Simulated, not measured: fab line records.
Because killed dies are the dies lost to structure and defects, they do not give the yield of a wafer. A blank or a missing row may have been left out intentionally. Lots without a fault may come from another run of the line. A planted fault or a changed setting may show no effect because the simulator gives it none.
The same fault as seen by 3 desks | flow n5Finfet | each desk holds nothing but its own numbers, with what lay behind them at the end

== THE DEFECT DESK ==
Lot by lot, what the route's inspections counted, given as the mean of those sampled wafers with a number. If a lot's mean is further than 4 standard deviations from the usual mean, the lot is out of limits and carries the mark OUT (the distance appears in the brackets).
Columns: A = rawDefectCount at N5_BEOL_M0_INSPECT_127, usual 69
lot  | first seen here | A
L595 | day 6 05:55     | 65
L597 | day 6 13:44     | 81
L599 | day 7 03:39     | 46
L600 | day 7 13:08     | 76
L603 | day 8 01:58     | 87
L605 | day 8 21:12     | 85
L611 | day 9 23:27     | 1847 (+85) OUT
L614 | day 10 19:14    | 1790 (+82) OUT
L616 | day 11 14:21    | 83
This desk's finding: out of limits on L611, L614; first on L611, day 9 23:27 (rawDefectCount at N5_BEOL_M0_INSPECT_127). L595, L597, L599, L600, L603, L605, L616 stayed within limits.

== FOR THE TOOL OWNER'S DESK: cmp-02 ==
The tool's own readings at N5_BEOL_M0_CMP_120 (polishes, stops on SiOC, t overpolish 6.9 s): means of the sampled wafers that have a number, for each lot that ran on this tool. If a lot's mean is further than 4 standard deviations from the usual mean, the lot is out of limits and carries the mark OUT (the distance appears in the brackets).
Columns: A = barrierFieldEndpointS at N5_BEOL_M0_CMP_120, usual 3.76 s; B = edgeZonePressureFrac at N5_BEOL_M0_CMP_120, usual 0.999; C = motorCurrentA at N5_BEOL_M0_CMP_120, usual 5.9 A; D = overpolishRunS at N5_BEOL_M0_CMP_120, usual 6.902 s; E = timeToEndpointS at N5_BEOL_M0_CMP_120, usual 62 s
lot  | first seen here | A              | B     | C   | D     | E
L600 | day 7 12:34     | 3.71           | 1.001 | 5.4 | 6.897 | 58
L603 | day 8 01:24     | 3.97           | 0.999 | 6.1 | 6.911 | 66
L611 | day 9 22:54     | 5.51 (+13) OUT | 0.998 | 5.8 | 6.900 | 72
L614 | day 10 18:41    | 5.29 (+12) OUT | 1.000 | 5.3 | 6.905 | 73
This desk's finding: out of limits on L611, L614; first on L611, day 9 22:54 (barrierFieldEndpointS at N5_BEOL_M0_CMP_120). L600, L603 stayed within limits.

== METROLOGY DESK ==
Lot by lot, what the gauges showed, no matter which tool ran the lot: averages of those sampled wafers that carry a number. If a lot's mean is further than 4 standard deviations from the usual mean, the lot is out of limits and carries the mark OUT (the distance appears in the brackets). Readings shown: 7 of its 10, picked as those furthest out on some lot.
Columns: A = DIBL_N at N5_BEOL_M4_RC_MEAS_101, usual 36.4 mV/V; B = DIBL_P at N5_BEOL_M4_RC_MEAS_101, usual 36 mV/V; C = IOFF_N at N5_BEOL_M4_RC_MEAS_101, usual 0.16 nA/um; D = IOFF_P at N5_BEOL_M4_RC_MEAS_101, usual 0.21 nA/um; E = SS_N at N5_BEOL_M4_RC_MEAS_101, usual 71.5 mV/dec; F = SS_P at N5_BEOL_M4_RC_MEAS_101, usual 73.3 mV/dec; G = VT_P at N5_BEOL_M4_RC_MEAS_101, usual -251 mV
lot  | first seen here | A    | B  | C    | D    | E    | F    | G
L595 | day 7 20:13     | 36.8 | 38 | 0.18 | 0.28 | 72.3 | 74.0 | -244
L597 | day 9 09:14     | 36.9 | 37 | 0.17 | 0.22 | 71.4 | 73.5 | -249
L599 | day 9 14:45     | 34.4 | 33 | 0.13 | 0.17 | 71.0 | 72.0 | -253
L600 | day 10 00:55    | 34.4 | 34 | 0.13 | 0.16 | 71.0 | 72.5 | -254
L603 | day 10 14:48    | 37.2 | 36 | 0.16 | 0.22 | 72.0 | 73.4 | -251
L605 | day 10 22:13    | 36.9 | 37 | 0.17 | 0.21 | 71.3 | 73.7 | -250
L611 | day 12 02:11    | 40.7 | 43 | 0.25 | 0.26 | 72.5 | 74.8 | -250
L614 | day 13 05:49    | 37.0 | 36 | 0.17 | 0.22 | 71.6 | 74.0 | -247
L616 | day 14 04:37    | 37.0 | 38 | 0.19 | 0.23 | 71.3 | 73.6 | -251
Finding of this desk: none of the 9 lots has anything out of limits.

== TAKEN TOGETHER ==
The tool owner's desk could have raised an alarm at day 9 22:54, on L611, L614.
The defect desk could have raised an alarm at day 9 23:27, on L611, L614.
Metrology desk: nothing out of limits seen.
The metrology desk has L611, L614 on record, within its limits.
The lots listed all ran N5_BEOL_M0_CMP_120 on cmp-02.

== WHAT WAS PUT IN BY THE SIMULATOR ==
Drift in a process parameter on cmp-02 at N5_BEOL_M0_CMP_120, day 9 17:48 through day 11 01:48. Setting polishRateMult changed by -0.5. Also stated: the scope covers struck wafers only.
Lots struck among those shown: L611, L614.
Hours from the fault's start to each desk's first reading out of limits: the tool owner's desk, 5; the defect desk, 6.
